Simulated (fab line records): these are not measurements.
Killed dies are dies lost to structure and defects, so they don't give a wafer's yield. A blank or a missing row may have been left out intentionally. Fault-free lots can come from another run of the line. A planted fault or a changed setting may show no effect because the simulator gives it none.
A lot that was struck, set against a sound lot / flow nand harc / 13 out of 1159 route steps
Sound: the wafers L948.1, L948.2, L948.6. Struck: wafer L963.1 (left out: L963.3, L963.5 of the same lot, which were not struck); the cause appears at the end.
For every step that has rows: the tool of each side, followed by ch and its chambers, followed by its first start. Under that, the readings that differ: sound wafers / struck wafers / difference of the means / sigmas: that difference in standard deviations of wafers without a fault.
alike: same words and numbers on both sides, and readings whose means sit less than 2 such deviations apart. not compared: any withheld reading, any reading some wafer has no value for, any bound like >300 that may hide the same value, and any number with overlapping values for which the record gives no deviation.
A row with sigmas, a row that says differs or no value, or rows on one side alone: a step with any of these is where the two part. When numbers do not overlap yet have no deviation, they are printed without sigmas and do not part them. A reading that every wafer of one side lacks parts them only if that side has two wafers or more.

first, 2 steps without rows for these wafers: NHARC_A_ONON_D1_ANNEAL_15 (time 3600 s); NHARC_A_ONON_D1_DEP_16 (target thk 1000 nm).
NHARC_A_ONON_D1_THK_MEAS_18: measures by ellipsometry.
  sound on film metro-01 at day 8 00:13; struck on film metro-02 at day 12 06:25
  alike: thk nm
then NHARC_A_ONON_D1_DEP_19 (target thk 1000 nm), 1 step lacking rows for these wafers.
NHARC_A_ONON_D1_THK_MEAS_21: measures by ellipsometry.
  sound on film metro-01 at day 8 00:47; struck on film metro-02 at day 12 06:59
  alike: thk nm
then NHARC_A_ONON_D1_DEP_22 (target thk 1000 nm), 1 step lacking rows for these wafers.
NHARC_A_ONON_D1_THK_MEAS_24: measures by ellipsometry.
  sound on film metro-01 at day 8 01:21; struck on film metro-01 at day 12 07:34
reading=thk nm (nm); sound=1019 1018 1018; struck=982; difference=-36; sigmas=-4
then NHARC_A_ONON_D1_DEP_25 (target thk 1000 nm), 1 step lacking rows for these wafers.
NHARC_A_ONON_D1_THK_MEAS_27: measures by ellipsometry.
  sound on film metro-02 at day 8 01:55; struck on film metro-01 at day 12 08:07
  alike: thk nm
then NHARC_A_ONON_D1_DEP_28 (target thk 1000 nm), 1 step lacking rows for these wafers.
NHARC_A_ONON_D1_THK_MEAS_30: measures by ellipsometry.
  sound on film metro-02 at day 8 02:30; struck on film metro-02 at day 12 08:43
  alike: thk nm
NHARC_A_ONON_D1_DEP_33: deposits SiO2, target thk 200 nm.
  sound on pecvd-04 ch 0,2, day 8 02:36; struck on pecvd-02 ch 0, day 12 08:50
reading=heater power w (W); sound=708 600 608; struck=380; difference=-259; sigmas=-3
reading=mfc precursor sccm (sccm); sound=162.3 161.0 161.6; struck=224.0; difference=+62.4; sigmas=+99 or more
  alike: throttle valve pct
NHARC_A_ONON_D1_THK_MEAS_34: measures by ellipsometry.
  sound on film metro-01 at day 8 02:58; struck on film metro-01 at day 12 09:15
reading=thk nm (nm); sound=199 198 206; struck=276; difference=+75; sigmas=+23

== WHERE THEY PART ==
At NHARC_A_ONON_D1_THK_MEAS_24 first; at NHARC_A_ONON_D1_THK_MEAS_34 last (within this record only).

WHY: the cause the simulator had injected
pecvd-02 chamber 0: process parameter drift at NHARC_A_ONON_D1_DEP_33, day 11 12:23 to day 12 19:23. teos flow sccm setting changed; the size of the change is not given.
